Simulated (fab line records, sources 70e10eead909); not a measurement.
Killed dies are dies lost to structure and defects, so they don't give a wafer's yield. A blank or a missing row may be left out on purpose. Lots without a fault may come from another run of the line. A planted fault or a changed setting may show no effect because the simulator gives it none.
A struck lot beside a sound one | flow nand_harc | 17 steps out of a route of 1302
Sound: wafers L327.3, L327.5, L327.6. Struck: wafer L324.6. (L324.1, L324.5 of the same lot were not struck and are left out.) The cause comes at the end.
At each step with rows: each side's tool, then ch and its chambers, then its first start. Under that, the readings that differ: sound wafers | struck wafers | difference of the means | sigmas: that difference in standard deviations of wafers without a fault.
alike: readings whose means differ by less than 2 such deviations, and words and numbers that are the same on both sides. not compared: withheld readings, readings that some wafer has no value for, bounds like >300 that may hide the same value, and numbers for which the record gives no deviation and whose values overlap.
The two part at a step that has a row with sigmas, a row that says differs or no value, or rows on one side only. Numbers that don't overlap but have no deviation are shown without sigmas and don't part them. A reading that every wafer of one side lacks parts them only if that side has two wafers or more.

NHARC_P_M0_OVL_MEAS_10: pitch 180 nm.
  sound on overlay-02, day 14 14:10; struck on overlay-02, day 13 02:59
  alike: overlay_x_nm, overlay_y_nm
NHARC_P_M0_INSPECT_11:
  sound on defect_inspect-02, day 14 14:13; struck on defect_inspect-02, day 13 03:01
  alike: raw_defect_count
then, 1 step without rows for these wafers: NHARC_P_M0_DESCUM_14 (chemistry O2, time 3 s).
NHARC_P_M0_ETCH_34: etches the open film in N2/H2, target depth 40 nm, overetch 12 nm, time 43.94 s.
  sound on rie_diel-11 ch 1,2,3, day 14 14:22; struck on rie_diel-06 ch 3, day 13 04:02
  alike: drypump_motor_current_A, oes_product_au, rf_vpp_V, showerhead_plenum_p_Torr, throttle_valve_pct
  not compared: rf_hours_counter_h
NHARC_P_M0_ETCH_15: etches the open film in C4F8/Ar, target depth 150 nm, overetch 15 nm, time 82.5 s.
  sound on rie_diel-11 ch 0,2,3; struck on rie_diel-06 ch 1
  alike: oes_product_au, rf_vpp_V
  not compared: rf_hours_counter_h
NHARC_P_M0_CD_MEAS_16:
  sound on cd_sem-02, day 14 14:34; struck on cd_sem-03, day 13 04:25
  alike: cd_nm
then, 2 steps without rows for these wafers: NHARC_P_M0_STRIP_18 (strips in N2/H2); NHARC_P_M0_STRIP_19 (strips in post etch residue remover, time 600 s).
NHARC_P_M0_DEGAS_28: time 60 s.
  sound on pvd_sputter-02, day 14 15:14; struck on pvd_sputter-03, day 13 05:03
  reading            | sound       | struck | difference | sigmas
  heater_power_w (W) | 298 313 300 | 373    | +69        | +2
NHARC_P_M0_PRE_CLEAN_29: time 30 s.
  sound on pvd_sputter-02; struck on pvd_sputter-03
  alike: heater_power_w
then, 2 steps without rows for these wafers: NHARC_P_M0_PVD_20 (deposits TaN, target thk 5 nm, time 8.06 s); NHARC_P_M0_PVD_21 (deposits Cu, target thk 30 nm, time 20.49 s).
NHARC_P_M0_ECD_22: material Cu, target thk 400 nm.
  sound on ecd_cu-01 ch 0,1, day 14 15:42; struck on ecd_cu-02 ch 0,1, day 13 05:25
NHARC_P_M0_ANNEAL_30: time 90 s.
  sound on rtp_anneal-01 ch 0, day 14 16:05; struck on rtp_anneal-01 ch 0, day 13 05:47
  alike: anneal_temp_c_max, wafer_temp_C_max
NHARC_P_M0_CMP_23: polishes, t overpolish 20 s, target thk 117.54 nm.
  sound on cmp-03 ch 1,2, day 14 16:19; struck on cmp-04 ch 0, day 13 06:11
  reading                | sound          | struck | difference | sigmas
  time_to_endpoint_s (s) | 22.8 23.2 31.9 | 40.2   | +14.2      | +6
  alike: motor_current_A
NHARC_P_M0_THK_MEAS_24: measures by xrf.
  sound on film_metro-02, day 14 16:38; struck on film_metro-01, day 13 06:28
  alike: thk_nm
then, 1 step without rows for these wafers: NHARC_END_SORT_01.

WHERE THEY PART
First at NHARC_P_M0_DEGAS_28; last, within this record, at NHARC_P_M0_CMP_23. Later steps at which nothing parts them and some readings are alike: NHARC_P_M0_THK_MEAS_24.

WHY: what the simulator had put in
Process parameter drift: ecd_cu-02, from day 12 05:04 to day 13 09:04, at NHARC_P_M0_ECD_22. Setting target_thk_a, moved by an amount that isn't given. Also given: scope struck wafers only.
